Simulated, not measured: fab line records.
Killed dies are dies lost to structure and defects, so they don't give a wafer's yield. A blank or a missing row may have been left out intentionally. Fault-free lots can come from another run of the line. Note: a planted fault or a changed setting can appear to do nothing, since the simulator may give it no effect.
fab line records	flow n5Finfet
record: lots: 8	wafers: 24	lastDay: 18
route steps=1938 shown FIN_SAQP@114 BEOL_M4@1111 PASSIVATION@1936
lots that met no fault: from a run of the same line without faults
startH: hours from the record's first day to the start of the lot's first wafer shown	waitH: hours since the lot's step before	" same as the row above	L1.1+2: several wafers, shown together as one row	- no value, or no start was given	* or withheld: withheld	< > ~ a bound
route shown NAME@n: names a module that has steps shown in the file, with the first one's number in the route	usual: the fault-free wafers' mean and standard deviation	same: alike in all rows	chamber/n: place in a boat	sites: each site's reading	_std_site: how widely they spread, as a standard deviation	_edge_site: outer sites' mean less inner sites'	radiusMm: for every site, how far away it sits from the centre of the wafer	mask NAME#n: copy n	behind: the most recent tool/chamber to have shaped the wafer	hold: cause of the lot's hold/its duration in hours/its outcome	device: the transistor (n, p or np) that didn't switch	end of line: the route-end tests of the same wafers	where a step has no rows: the recipe by itself	killed: dies lost to structure and defects at the first sort, not the wafer's yield	map: a wafer's dies, marking killed ones x, the rest . and places with no die _
set.NAME: the setting that was run; set.NAME@STEP: the one run at that earlier step	model.NAME: the simulator's own value behind a step, which no gauge read
a sample of lots followed through the steps of the route, with each step as a table and each wafer as a row
services: from which hour (startH, from the record's first day; less than 0 if before it) a tool's chamber was out of use, for how many hours, and why
== steps ==
step: N5_FIN_SAQP_DESCUM_21
recipe: chemistry: O2	timeS: 7.9	sourcePowerW: 50	biasPowerW: 20	pressureMtorr: 20	rfFrequencyHz: 2.712e+07	tempC: 40	resist: CAR-ArF	o2FlowSccm: 225
usual: biasPowerW: 20.00/0.058	chamberPressureMTorr: 20.002/0.019	drypumpMotorCurrentA: 5.6/0.43	oesProductAu: 0.82/0.085	rfVppV: 243.5/1.3	showerheadPlenumPTorr: 2.12/0.066	throttleValvePct: 20.3/0.31
lot.wafer	tool	chamber	startH	waitH	biasPowerW	chamberPressureMTorr	drypumpMotorCurrentA	oesProductAu	rfHoursCounterH	rfVppV	showerheadPlenumPTorr	throttleValvePct
L688.2	rieDiel-06	3	27.36	0.0	20.02	20.003	6.6	0.83	51	243.4	2.14	20.6
L688.4	"	2	"	"	19.92	19.957	5.4	0.86	-	241.9	2.03	20.3
L688.6	"	1	"	"	20.00	19.964	4.8	0.78	-	241.9	2.04	20.7
L696.1	rieDiel-03	1	75.94	0.0	20.03	20.028	6.1	0.98	4	244.5	2.15	20.1
L696.3	"	3	"	"	19.99	20.019	6.0	0.79	99	242.6	2.10	20.1
L696.4	"	0	"	"	20.00	20.021	5.4	0.88	-	246.6	2.23	19.9
L698.1	rieDiel-03	3	87.69	0.2	19.99	20.013	6.0	0.79	105	242.2	2.10	20.1
L698.2	"	1	"	"	19.99	20.013	6.1	0.96	10	244.4	2.15	20.1
L698.6	"	3	"	"	19.97	20.001	6.0	0.79	-	243.0	2.10	20.1
L699.3	rieDiel-02	3	93.45	0.0	20.03	20.011	5.4	0.80	116	245.3	2.21	20.5
L699.4	"	3	"	"	20.04	20.024	5.4	0.81	-	245.0	2.21	20.6
L699.5	"	1	"	"	19.93	20.012	5.0	0.93	-	242.8	2.05	20.3
L700.3	rieDiel-03	2	99.96	0.0	20.01	20.009	5.6	0.95	4	242.4	2.14	20.0
L700.4	"	1	"	"	20.08	19.967	6.1	0.94	-	244.8	2.15	20.1
L700.5	"	0	"	"	19.95	20.009	5.5	0.86	-	243.7	2.23	19.9
L702.2	rieDiel-03	1	115.22	0.4	19.97	19.985	6.1	0.92	23	244.2	2.14	20.2
L702.3	"	3	"	"	19.92	20.026	6.0	0.78	113	242.9	2.10	20.1
L702.5	"	1	"	"	19.91	19.970	6.2	0.93	-	242.7	2.14	20.2
L707.1	rieDiel-06	1	143.44	0.0	20.06	19.993	4.8	0.75	152	240.9	2.03	20.7
L707.5	"	0	"	"	19.95	20.015	6.2	0.89	-	243.8	2.04	20.4
L707.6	"	1	"	"	20.08	19.984	4.8	0.75	-	242.3	2.03	20.7
L708.2	rieDiel-03	1	147.70	0.0	19.92	20.020	6.1	0.90	34	244.4	2.14	20.2
L708.3	"	2	"	"	20.13	19.967	5.6	0.90	22	242.9	2.14	20.0
L708.4	"	3	"	"	19.92	19.992	6.0	0.77	124	243.4	2.09	20.1
step: N5_FIN_SAQP_SPACER1_ALD_24
recipe: material: SiO2	targetThkA: 203	tempC: 300	aldPrecursorFamily: BDEAS	aldCoReactant: O2-plasma	pulseTimeS: 1	purgeTimeS: 2	coReactantPurgeTimeS: 2	aldCycles: 218	pressureTorr: 2
usual: heaterPowerW: 478/59	precursorPulseHeightRel: 0.999/0.021	susceptorTempC: 300.00/0.21
lot.wafer	tool	chamber	startH	waitH	heaterPowerW	precursorPulseHeightRel	sinceWetCleanH	susceptorTempC
L688.2	aldSin-01	2	29.65	1.3	472	0.994	128	299.76
L688.4	"	0	"	"	531	1.019	128	299.90
L688.6	"	0	"	"	541	0.996	-	299.91
L696.1	aldSin-01	3	77.04	0.3	359	1.018	175	300.23
L696.3	"	2	"	"	466	1.022	175	299.98
L696.4	"	3	"	"	357	1.001	-	300.12
L698.1	aldSin-01	3	88.78	0.3	356	1.003	187	300.08
L698.2	"	1	"	"	469	1.013	187	299.96
L698.6	"	3	"	"	371	0.997	-	300.22
L699.3	aldSin-01	3	94.55	0.1	420	0.939	192	320.21
L699.4	"	2	"	"	530	0.978	192	320.22
L699.5	"	2	"	"	544	1.004	-	320.29
L700.3	aldSin-01	2	101.37	0.1	546	0.999	199	320.08
L700.4	"	3	"	"	419	1.000	199	320.20
L700.5	"	3	"	"	411	1.006	-	320.28
L702.2	aldSin-02	2	116.34	0.3	495	0.969	108	300.13
L702.3	"	0	"	"	554	1.018	108	299.98
L702.5	"	3	"	"	532	1.013	-	300.17
L707.1	aldSin-03	1	144.79	0.3	426	1.031	334	299.77
L707.5	"	1	"	"	425	1.030	-	299.99
L707.6	"	0	"	"	576	0.991	-	299.88
L708.2	aldSin-02	1	148.82	0.3	476	1.027	141	299.96
L708.3	"	3	"	"	537	1.029	141	299.76
L708.4	"	0	"	"	574	1.008	141	300.09
step: N5_FIN_SAQP_CD_MEAS_27
recipe: targetCdNm: 20	landingEnergyEv: 1000	detector: seInlens	polarity: line
usual: cdNm: 20.29/0.25
lot.wafer	tool	chamber	startH	waitH	cdNm
L688.2	cdSem-03	0	30.67	0.1	19.95
L688.4	"	0	"	"	20.13
L688.6	"	0	"	"	20.23
L696.1	cdSem-02	0	78.03	0.1	20.52
L696.3	"	0	"	"	20.47
L696.4	"	0	"	"	20.05
L698.1	cdSem-01	0	89.69	0.1	20.17
L698.2	"	0	"	"	20.39
L698.6	"	0	"	"	20.42
L699.3	cdSem-03	0	95.52	0.1	19.96
L699.4	"	0	"	"	19.85
L699.5	"	0	"	"	19.14
L700.3	cdSem-03	0	102.32	0.1	19.88
L700.4	"	0	"	"	19.45
L700.5	"	0	"	"	19.43
L702.2	cdSem-01	0	117.41	0.1	20.21
L702.3	"	0	"	"	20.52
L702.5	"	0	"	"	20.90
L707.1	cdSem-01	0	145.78	0.1	20.47
L707.5	"	0	"	"	20.55
L707.6	"	0	"	"	20.29
L708.2	cdSem-01	0	149.74	0.1	20.31
L708.3	"	0	"	"	20.39
L708.4	"	0	"	"	20.34
step: N5_FIN_SAQP_ETCH_57
recipe: chemistry: CH3F/O2	target: SiNx	maskMaterial: SiO2	targetDepthA: 325	timeS: 46.4	pressureMtorr: 30	sourceW: 395	biasW: 73	Ar_flow_sccm: 150	CH3F_flow_sccm: 30	O2_flow_sccm: 20	ionEnergyEv: 120	ends: cleared
usual: CH3F_flow_sccm: 30.00/0.095	chamberPressureMTorr: 29.998/0.027	drypumpMotorCurrentA: 5.6/0.55	etchRfOnTimeS: 46.6/1	oesProductAu: 0.70/0.065	rfVppV: 297/5.8	showerheadPlenumPTorr: 2.01/0.057	throttleValvePct: 16.32/0.24
lot.wafer	tool	chamber	startH	waitH	CH3F_flow_sccm	chamberPressureMTorr	drypumpMotorCurrentA	etchRfOnTimeS	oesProductAu	rfHoursCounterH	rfVppV	showerheadPlenumPTorr	throttleValvePct
L688.2	rieDiel-02	3	30.85	0.2	30.13	29.974	5.4	46.9	0.70	91	296	2.10	16.32
L688.4	"	2	"	"	29.86	30.033	5.1	48.2	0.60	231	286	1.97	16.80
L688.6	"	2	"	"	29.85	30.049	5.1	48.0	0.60	-	285	1.97	16.80
L696.1	rieDiel-02	0	78.28	0.2	29.90	29.984	5.4	47.8	0.65	118	295	2.01	16.47
L696.3	"	3	"	"	30.07	29.988	5.4	46.2	0.68	109	294	2.10	16.35
L696.4	"	0	"	"	30.03	30.011	5.4	47.8	0.65	-	296	2.01	16.46
L698.1	rieDiel-06	2	89.74	0.0	30.12	30.020	5.4	47.7	0.72	67	298	1.95	16.26
L698.2	"	0	"	"	30.01	30.035	6.2	46.5	0.78	13	293	1.97	16.37
L698.6	"	3	"	"	29.90	30.013	6.6	46.7	0.71	-	297	2.03	16.40
L699.3	rieDiel-06	0	95.57	0.0	30.06	30.009	6.2	45.7	0.78	16	294	1.97	16.36
L699.4	"	2	"	"	30.07	30.032	5.4	47.0	0.72	69	297	1.95	16.27
L699.5	"	0	"	"	30.04	30.008	6.2	46.7	0.78	-	293	1.97	16.37
L700.3	rieDiel-03	1	102.37	0.0	29.96	29.978	6.1	47.0	0.80	17	309	2.06	16.06
L700.4	"	0	"	"	30.14	29.995	5.5	46.7	0.75	-	304	2.11	15.76
L700.5	"	2	"	"	29.97	30.024	5.6	45.8	0.80	-	295	2.05	15.90
L702.2	rieDiel-06	0	117.45	0.0	30.09	30.061	6.3	46.4	0.78	18	292	1.97	16.36
L702.3	"	2	"	"	29.85	29.991	5.4	47.8	0.72	71	298	1.95	16.28
L702.5	"	1	"	"	29.96	29.932	4.8	46.0	0.66	-	309	1.92	16.42
L707.1	rieDiel-06	2	146.35	0.6	30.06	30.016	5.4	48.0	0.70	85	298	1.94	16.30
L707.5	"	3	"	"	29.91	29.980	6.6	46.4	0.68	-	299	2.03	16.44
L707.6	"	0	"	"	30.07	30.023	6.2	46.9	0.76	-	293	1.97	16.39
L708.2	rieDiel-03	3	149.78	0.0	30.09	29.987	6.0	45.8	0.65	125	292	2.00	16.02
L708.3	"	2	"	"	30.00	30.043	5.6	44.8	0.76	23	296	2.05	15.93
L708.4	"	0	"	"	30.03	29.978	5.5	45.6	0.72	66	303	2.10	15.79
step: N5_FIN_SAQP_ETCH_67
recipe: chemistry: CH3F/O2	target: SiNx	targetDepthA: 300	maskMaterial: SOC	pressureMtorr: 30	sourceW: 395	biasW: 73	Ar_flow_sccm: 150	CH3F_flow_sccm: 30	O2_flow_sccm: 20	ionEnergyEv: 120
usual: CH3F_flow_sccm: 30.00/0.083	chamberPressureMTorr: 30.002/0.027	drypumpMotorCurrentA: 5.6/0.5	oesProductAu: 0.82/0.078	rfVppV: 297/5.8	showerheadPlenumPTorr: 2.01/0.059	throttleValvePct: 16.31/0.26
lot.wafer	tool	chamber	startH	waitH	CH3F_flow_sccm	chamberPressureMTorr	drypumpMotorCurrentA	oesProductAu	rfHoursCounterH	rfVppV	showerheadPlenumPTorr	throttleValvePct
L688.2	rieDiel-03	0	31.61	0.0	30.05	30.002	5.5	0.93	12	303	2.12	15.72
L688.4	"	1	"	"	30.08	30.001	6.1	0.69	242	309	2.06	16.53
L688.6	"	0	"	"	30.05	29.969	5.5	0.93	-	303	2.12	15.73
L696.1	rieDiel-06	0	79.01	0.0	29.94	30.006	6.2	0.94	9	292	1.97	16.38
L696.3	"	2	"	"	29.96	30.072	5.4	0.85	63	298	1.95	16.28
L696.4	"	3	"	"	30.10	29.948	6.6	0.84	59	298	2.04	16.42
L698.1	rieDiel-06	0	90.54	0.0	30.05	29.992	6.2	0.93	14	291	1.97	16.39
L698.2	"	2	"	"	30.06	29.996	5.4	0.84	67	297	1.95	16.29
L698.6	"	1	"	"	29.88	29.961	4.8	0.77	-	307	1.92	16.44
L699.3	rieDiel-02	0	96.29	0.0	30.04	30.028	5.4	0.75	126	295	2.01	16.50
L699.4	"	1	"	"	29.92	29.959	5.1	0.90	-	297	1.98	16.37
L699.5	"	3	"	"	29.89	30.004	5.4	0.80	-	295	2.09	16.37
L700.3	rieDiel-02	1	103.09	0.0	30.07	30.031	5.1	0.89	12	295	1.98	16.36
L700.4	"	0	"	"	29.92	30.016	5.4	0.74	129	296	2.01	16.49
L700.5	"	1	"	"	30.09	29.992	5.0	0.91	-	296	1.98	16.36
L702.2	rieDiel-02	2	118.42	0.0	29.94	29.998	5.1	0.96	8	286	1.96	16.39
L702.3	"	3	"	"	29.90	30.026	5.4	0.78	127	296	2.09	16.39
L702.5	"	0	"	"	29.96	30.005	5.4	0.73	-	297	2.01	16.52
L707.1	rieDiel-06	2	147.08	0.0	29.99	29.964	5.4	0.83	85	296	1.94	16.33
L707.5	"	1	"	"	29.96	30.034	4.8	0.76	-	308	1.92	16.49
L707.6	"	0	"	"	30.00	30.001	6.2	0.89	-	292	1.97	16.42
L708.2	rieDiel-06	3	150.51	0.0	30.19	29.981	6.6	0.80	83	296	2.03	16.44
L708.3	"	0	"	"	30.06	29.997	6.2	0.88	30	292	1.97	16.41
L708.4	"	1	"	"	29.88	29.982	4.8	0.75	155	307	1.92	16.51
step: N5_BEOL_M4_RC_MEAS_101
usual: DIBL_N: 36.0/1.9	DIBL_P: 36.0/2.1	IOFF_N: 0.155/0.029	IOFF_P: 0.20/0.032	ION_N: 672/11	ION_P: 461/6.9	SS_N: 71.5/0.58	SS_P: 73.2/0.64	VT_N: 250.4/2.9	VT_P: -251.0/2.8
lot.wafer	tool	chamber	startH	waitH	DIBL_N[mV/V]	DIBL_P[mV/V]	IOFF_N[nA/um]	IOFF_P[nA/um]	ION_N[uA/um]	ION_P[uA/um]	SS_N[mV/dec]	SS_P[mV/dec]	VT_N[mV]	VT_P[mV]
L688.2	prober-02	0	185.41	0.2	36.5	35.3	0.129	0.19	654	452	71.4	73.9	254.5	-251.4
L688.4	"	0	"	"	34.5	33.6	0.114	0.18	672	470	71.0	72.9	254.6	-251.4
L688.6	"	0	"	"	34.4	33.3	0.112	0.17	666	462	70.8	72.3	254.9	-253.8
L698.1	prober-01	0	237.95	0.0	35.5	34.8	0.148	0.20	677	465	71.8	72.5	250.3	-251.6
L698.2	"	0	"	"	37.3	36.5	0.174	0.22	681	468	71.6	73.5	250.7	-251.2
L698.6	"	0	"	"	35.1	34.4	0.130	0.19	656	456	71.6	72.4	255.0	-252.9
L696.1	prober-01	0	240.97	0.0	36.0	37.2	0.153	0.21	688	469	70.9	74.1	249.2	-248.9
L696.3	"	0	"	"	35.7	36.8	0.155	0.22	672	467	71.1	73.8	250.3	-250.4
L696.4	"	0	"	"	34.6	35.8	0.135	0.20	665	466	71.5	73.6	251.7	-249.1
L700.3	prober-01	0	246.81	0.3	35.9	36.1	0.174	0.21	683	463	71.9	73.4	245.5	-251.0
L700.4	"	0	"	"	34.2	34.0	0.141	0.17	652	451	71.5	73.0	252.5	-252.2
L700.5	"	0	"	"	37.2	36.8	0.195	0.22	689	462	72.0	74.3	247.2	-251.3
L699.3	prober-01	0	249.96	0.3	34.1	33.6	0.122	0.16	657	462	71.4	72.6	252.1	-255.5
L699.4	"	0	"	"	38.1	39.0	0.217	0.26	684	466	72.7	74.0	243.7	-250.7
L699.5	"	0	"	"	35.3	34.9	0.142	0.18	673	459	71.2	73.4	248.6	-252.9
L702.2	prober-01	0	264.08	0.2	36.6	38.4	0.167	0.22	683	465	71.1	73.3	248.6	-251.8
L702.3	"	0	"	"	35.1	36.3	0.144	0.18	680	463	71.1	73.1	249.2	-254.8
L702.5	"	0	"	"	34.9	36.3	0.143	0.19	673	463	71.4	72.7	248.6	-253.8
L707.1	prober-02	0	303.98	0.0	38.0	36.8	0.169	0.22	676	469	72.0	73.9	249.1	-247.3
L707.5	"	0	"	"	36.2	35.3	0.148	0.20	673	462	70.9	73.6	250.4	-249.4
L707.6	"	0	"	"	38.5	37.9	0.187	0.23	679	460	71.9	74.0	246.4	-247.4
L708.2	prober-02	0	312.04	0.2	33.6	33.1	0.130	0.18	675	467	71.5	72.1	250.5	-250.3
L708.3	"	0	"	"	32.7	32.2	0.124	0.17	673	464	70.7	72.4	255.6	-251.7
L708.4	"	0	"	"	34.6	33.9	0.132	0.19	656	457	70.9	72.7	253.0	-251.1
step: N5_PASSIVATION_PROBE_49
usual: defectLimitedYield: 91.0/1.5	killed_at_M0_to_M3: 33/9.4	killed_at_M4_up: 14/4.8	killedAtContacts: 13/7.3	killedAtFrontEnd: 43/13	killedAtOther: 3.6/2.9	killedDies: 106/18	killedOpen: 69/13	killedShort: 35/8.2	sort_bin_5_function: 5.3/1	sort_bin_6_memory: 3.3/0.68	sortNPass: 1074/18	sortYieldPct: 91.0/1.5
same: grossDies: 1180	killedAtBackSide: 0	sort_bin_4_leakage[%]: 0	sort_bin_8_speed[%]: 0
lot.wafer	tool	chamber	startH	waitH	defectLimitedYield[%]	killed_at_M0_to_M3	killed_at_M4_up	killedAtContacts	killedAtFrontEnd	killedAtOther	killedDies	killedOpen	killedShort	sort_bin_5_function[%]	sort_bin_6_memory[%]	sortNPass	sortYieldPct[%]
L699.5	prober-01	-	356.34	0.2	86.8	51	7	16	81	1	156	102	52	8.5	4.3	1024	86.8
killed by level:class
L699.5 FIN_SAQP:geometricParticle:open=22 STI_FIN_REVEAL:geometricParticle:open=15 MOL_CONTACT_COAG:geometricParticle:open=14 FIN_SAQP:geometricParticle:short=13 BEOL_M3:geometricParticle:open=10 BEOL_M0_SAQP:geometricParticle:short=10 BEOL_M0_SAQP:geometricParticle:open=9 BEOL_M2:geometricParticle:open=7
== services ==
tool	chamber	startH	hours	kind
rieDiel-06	0	26.56	-	clean
rieDiel-06	0	26.56	-	consumableReplace:focusRing
rieDiel-06	0	26.56	14.3	scheduledDown
rieDiel-06	0	26.56	14.3	ventCycle
rieDiel-06	-	28.41	28.1	pm
aldSin-03	2	35.89	12.3	repair
rieDiel-02	1	38.49	-	clean
aldSin-01	-	41.94	28.1	pm
rieDiel-03	1	47.64	-	clean
rieDiel-03	1	47.64	-	consumableReplace:focusRing
rieDiel-03	1	47.64	20.5	scheduledDown
rieDiel-03	1	47.64	20.5	ventCycle
rieDiel-02	3	49.63	8.5	repair
rieDiel-02	0	53.04	14.0	repair
rieDiel-02	-	63.34	4.1	repair
rieDiel-03	2	68.24	-	clean
rieDiel-03	2	68.24	-	consumableReplace:focusRing
rieDiel-03	2	68.24	21.9	scheduledDown
rieDiel-03	2	68.24	21.9	ventCycle
aldSin-01	0	70.25	20.8	repair
rieDiel-06	-	100.57	14.6	pm
aldSin-02	3	121.55	17.2	repair
aldSin-02	-	130.27	0.4	repair
rieDiel-06	0	131.05	5.5	repair
== key ==
firstSign: step: N5_FIN_SAQP_SPACER1_ALD_24	reading: susceptorTempC	direction: up	sigmas: 94	usual: *	struck: *
effect: step: N5_FIN_SAQP_CD_MEAS_27	reading: cdNm	direction: down	sigmas: 2.7	usual: 20.29	struck: 19.62
metAt N5_FIN_SAQP_SPACER1_ALD_24
struckLots L699,L700
notActingAt N5_FIN_SAQP_DESCUM_21,N5_FIN_SAQP_ETCH_57,N5_FIN_SAQP_ETCH_67
onsetBetween 88.78 94.55
fault: kind: processParameterDrift	tool: aldSin-01	chamber: -	onsetH: 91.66	steps: N5_FIN_SAQP_SPACER1_ALD_24	channel: tempC	offset: *	shape: step	endH: 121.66	actsIn: *	stated: *
